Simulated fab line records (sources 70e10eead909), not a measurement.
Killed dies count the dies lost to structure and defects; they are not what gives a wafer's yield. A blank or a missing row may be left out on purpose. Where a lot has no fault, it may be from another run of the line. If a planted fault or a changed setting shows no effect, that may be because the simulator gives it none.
A struck lot beside a sound one    flow nand harc    14 steps out of a route of 1159
Sound: wafers L604.2, L604.4, L604.6. Struck: wafers L616.1, L616.2, L616.3. The cause is named last.
For every step that has rows: the tool of each side, followed by ch and its chambers, followed by its first start. Under that, the readings that differ: sound wafers    struck wafers    difference of the means    sigmas: that difference in standard deviations of wafers without a fault.
alike: readings with means less than 2 such deviations apart, plus words and numbers identical on both sides. not compared: withheld readings, readings lacking a value on some wafer, bounds such as >300 that could conceal the same value, and numbers that have no deviation in the record and whose values overlap.
Wherever a step has rows on one side only, a row that says differs or no value, or a row with sigmas, the two part there. When numbers do not overlap yet have no deviation, they are printed without sigmas and do not part them. Lack of a reading on every wafer of one side parts them only where that side has two or more wafers.

NHARC_A_CHANNEL_FILL_D1_ALD_15: deposits SiNx, target thk 2 nm, pulse time 60 s, ald cycles 19.
  sound: ald sin batch-02 ch 0; struck: ald sin batch-02 ch 0
  alike: ald cycles, precursor pulse height rel
NHARC_A_CHANNEL_FILL_D1_ALD_16: deposits SiO2, target thk 1.5 nm, pulse time 10 s, ald cycles 15.
  sound on ald hk-04 ch 1,2,3, day 10 03:13; struck on ald hk-01 ch 1,2,3, day 13 23:14
  alike: ald cycles, heater power w, precursor pulse height rel
then, 2 steps without rows for these wafers: NHARC_A_CHANNEL_FILL_D1_ANNEAL_17 (time 1800 s); NHARC_A_CHANNEL_FILL_D1_CVD_18 (deposits poly-Si, target thk 3 nm).
NHARC_A_CHANNEL_FILL_D1_ETCHBACK_19: etches the open film in HBr/Cl2, target depth 5 nm, time 1.7 s.
  sound on rie si-04 ch 0,2,3, day 10 15:46; struck on rie si-04 ch 0,1,2, day 14 11:17
  alike: chamber pressure mTorr, drypump motor current A, he backside leak sccm, oes product au, throttle valve pct
  not compared: rf hours counter h
then, 1 step without rows for these wafers: NHARC_A_CHANNEL_FILL_D1_ETCHBACK_20 (etches the open film in C4F8/O2/Ar, target depth 27 nm, time 13.5 s).
NHARC_A_CHANNEL_FILL_D1_STRIP_28: strips in O2, time 20 s.
  sound on rie diel-09 ch 0,1,3, day 10 15:58; struck on rie diel-03 ch 0,1,3, day 14 11:47
reading                sound              struck             difference  sigmas
oes product au (a.u.)  1.020 0.992 1.004  0.972 0.981 0.994  -0.023      -2
  alike: chamber pressure mTorr, drypump motor current A, rf vpp V, showerhead plenum p Torr, throttle valve pct
  not compared: rf hours counter h
then, 4 steps without rows for these wafers: NHARC_A_CHANNEL_FILL_D1_PRECLEAN_21 (cleans in dHF, time 30 s); NHARC_A_CHANNEL_FILL_D1_SRD_23; NHARC_A_CHANNEL_FILL_D1_CVD_05 (deposits poly-Si, target thk 5 nm); NHARC_A_CHANNEL_FILL_D1_ANNEAL_22 (time 7200 s).
NHARC_A_CHANNEL_FILL_D1_ALD_25: deposits SiOx, target thk 60 nm, pulse time 10 s, ald cycles 600.
  sound on ald hk-04 ch 1,3, day 11 06:10; struck on ald hk-02 ch 0,2,3, day 14 23:55
reading     sound        struck       difference  sigmas
ald cycles  600 600 600  478 478 478  -122        
  alike: heater power w, precursor pulse height rel
NHARC_A_CHANNEL_FILL_D1_ETCHBACK_08: etches the open film in C4F8, target depth 220 nm, time 110 s.
  sound: rie diel-04 ch 2,3; struck: rie diel-09 ch 0,1,3
  alike: chamber pressure mTorr, oes product au, rf vpp V
  not compared: rf hours counter h
-- record jumps: 9 days between struck wafers' starts before vs after; left off in module A_CHANNEL_FILL_D1, resumes in module END, first step shown is number 1159 of the route --
NHARC_END_SORT_01:
  sound on prober-02 ch 0, day 21 05:16; struck on prober-01 ch 0, day 23 22:28
reading          sound     struck    difference  sigmas
killed at array  17 11 13  34 42 46  +27         +2
killed dies      21 15 17  36 48 51  +27         +2
  alike: killed at other, killed at periphery, killed open, killed short

WHERE THEY PART
Earliest at NHARC_A_CHANNEL_FILL_D1_STRIP_28; latest, in this record, at NHARC_END_SORT_01.

WHY: what the simulator had put in
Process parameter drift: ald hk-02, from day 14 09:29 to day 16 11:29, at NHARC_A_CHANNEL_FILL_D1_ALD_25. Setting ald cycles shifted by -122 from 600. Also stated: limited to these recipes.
